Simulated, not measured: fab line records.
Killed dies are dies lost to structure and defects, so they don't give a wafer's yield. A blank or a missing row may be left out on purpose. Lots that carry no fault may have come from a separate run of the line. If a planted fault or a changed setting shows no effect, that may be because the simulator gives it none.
Matching of chambers    flow n5 finfet    N5_BEOL_M2_CMP_52 on cmp-02 has 4 sister chambers
The step polishes, stops on SiOC, t overpolish 6.8 s, target thk 40 nm. 8 wafers are shown with their chamber, then 12 later ones without.

EACH WAFER AND ITS CHAMBER
wafer   chamber  motor current A (A)  time to endpoint s (s)
L087.6  3        4.9                  67
L089.1  3        4.9                  66
L089.3  2        5.9                  70
L090.3  0        5.1                  65
L090.5  1        6.4                  67
L091.2  2        6.0                  66
L091.5  0        5.2                  64
L091.6  1        6.4                  67

WAFERS MISSING THEIR CHAMBER
wafer   motor current A (A)  time to endpoint s (s)
L092.1  6.1                  70
L092.2  5.2                  60
L092.4  5.0                  66
L093.2  5.1                  65
L093.3  5.0                  68
L093.4  6.1                  70
L094.3  6.1                  72
L094.4  4.9                  70
L094.6  4.8                  70
L097.2  5.2                  62
L097.4  6.2                  69
L097.6  5.5                  68

CHAMBER TAKEN BY EACH
wafer   from the rows above      in truth
L092.1  2                        2
L092.2  0                        0
L092.4  can't be placed: 3 or 0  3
L093.2  0                        0
L093.3  can't be placed: 3 or 0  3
L093.4  2                        2
L094.3  2                        2
L094.4  3                        3
L094.6  3                        3
L097.2  0                        0
L097.4  can't be placed: 1 or 2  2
L097.6  can't be placed: 0 or 2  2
Placed correctly: 8 of 12. Cannot be placed on the basis of these rows: 4; the candidates contain the true chamber in 4. Number placed wrongly: 0.
How it was worked out, from the rows above alone: a wafer's distance from a chamber is the root of the sum, over the readings, of the square of ((its reading less the chamber's mean) divided by the reading's scatter). If the next closest chamber is less than 2 further off than the closest, the wafer can't be placed; otherwise it belongs to the closest. The mean given for a chamber averages the wafers shown for that chamber. The scatter: take each reading less its chamber's mean, square it, sum over the shown wafers, divide by the number of wafers less the number of chambers, and take the root.
